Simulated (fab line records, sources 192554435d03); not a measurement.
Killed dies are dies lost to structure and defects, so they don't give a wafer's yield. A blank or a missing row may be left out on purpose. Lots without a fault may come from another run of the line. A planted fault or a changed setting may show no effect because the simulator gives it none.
A struck lot beside a sound one | flow n5_finfet | 16 steps out of a route of 1938
Sound: wafers L131.3, L131.5, L131.6. Struck: wafers L142.1, L142.2, L142.5. The cause comes at the end.
At each step with rows: each side's tool, then ch and its chambers, then its first start. Under that, the readings that differ: sound wafers | struck wafers | difference of the means | sigmas: that difference in standard deviations of wafers without a fault.
alike: readings whose means differ by less than 2 such deviations, and words and numbers that are the same on both sides. not compared: withheld readings, readings that some wafer has no value for, bounds like >300 that may hide the same value, and numbers for which the record gives no deviation and whose values overlap.
The two part at a step that has a row with sigmas, a row that says differs or no value, or rows on one side only. Numbers that don't overlap but have no deviation are shown without sigmas and don't part them. A reading that every wafer of one side lacks parts them only if that side has two wafers or more.

first, 8 steps without rows for these wafers: N5_BEOL_M3_COAT_68 (time 60 s, resist thk 12 nm); N5_BEOL_M3_COAT_76 (time 60 s, resist thk 5 nm); N5_BEOL_M3_COAT_22 (resist thk 30 nm); N5_BEOL_M3_EBR_24; N5_BEOL_M3_SOFTBAKE_23 (time 60 s); N5_BEOL_M3_EXPOSE_25 (exposes mask V2, defocus 5 nm); N5_BEOL_M3_PEB_26 (peb time 60 s); N5_BEOL_M3_DEVELOP_27 (develop time 30 s).
N5_BEOL_M3_CD_MEAS_28: target cd 25.7 nm, target cd y 23.3 nm.
  sound on cd_sem-03 ch 0, day 7 07:52; struck on cd_sem-01 ch 0, day 10 03:05
  alike: cd_nm
N5_BEOL_M3_OVL_MEAS_29:
  sound on overlay-02 ch 0, day 7 07:55; struck on overlay-01 ch 0, day 10 03:07
  alike: V2_OVL
N5_BEOL_M3_INSPECT_30: inspects for defects (brightfield).
  sound on defect_inspect-02, day 7 07:58; struck on defect_inspect-01, day 10 03:10
  alike: raw_defect_count
N5_BEOL_M3_DESCUM_33: chemistry O2, time 7 s.
  sound on rie_diel-05 ch 0,2,3, day 7 08:01; struck on rie_diel-04 ch 1,3, day 10 03:12
  alike: drypump_motor_current_A, oes_product_au, rf_vpp_V, showerhead_plenum_p_Torr, throttle_valve_pct
  not compared: rf_hours_counter_h
N5_BEOL_M3_ETCH_77: etches underlayer in N2/H2, target depth 6.5 nm, time 5.2 s.
  sound on rie_diel-05 ch 0,2,3, day 7 08:03; struck on rie_diel-04 ch 1,3, day 10 03:14
  reading               | sound          | struck         | difference | sigmas
  etch_rf_on_time_s (s) | 5.19 5.26 5.12 | 8.96 9.11 8.95 | +3.82      | +45
  oes_product_au (a.u.) | 0.60 0.64 0.75 | 0.48 0.54 0.48 | -0.16      | -2
  alike: drypump_motor_current_A, rf_vpp_V, showerhead_plenum_p_Torr, throttle_valve_pct
  not compared: rf_hours_counter_h
N5_BEOL_M3_ETCH_69: etches SiARC in CF4, target depth 15.6 nm, time 26 s.
  sound on rie_diel-05 ch 0,2,3, day 7 08:04; struck on rie_diel-04 ch 1,3, day 10 03:15
  alike: drypump_motor_current_A, etch_rf_on_time_s, oes_product_au, rf_vpp_V, showerhead_plenum_p_Torr, throttle_valve_pct
  not compared: rf_hours_counter_h
N5_BEOL_M4_RC_MEAS_101:
  sound on prober-01 ch 0, day 8 02:57; struck on prober-02 ch 0, day 11 00:19
  alike: DIBL_N, DIBL_P, IOFF_N, IOFF_P, ION_N, ION_P, SS_N, SS_P, VT_N, VT_P
then, 1 step without rows for these wafers: N5_PASSIVATION_PROBE_49.

WHERE THEY PART
Only at N5_BEOL_M3_ETCH_77, within this record. Later steps at which nothing parts them and some readings are alike: N5_BEOL_M3_ETCH_69, N5_BEOL_M4_RC_MEAS_101.

WHY: what the simulator had put in
Process parameter drift: rie_diel-04, from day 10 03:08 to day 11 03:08, at N5_BEOL_M3_ETCH_77. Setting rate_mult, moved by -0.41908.
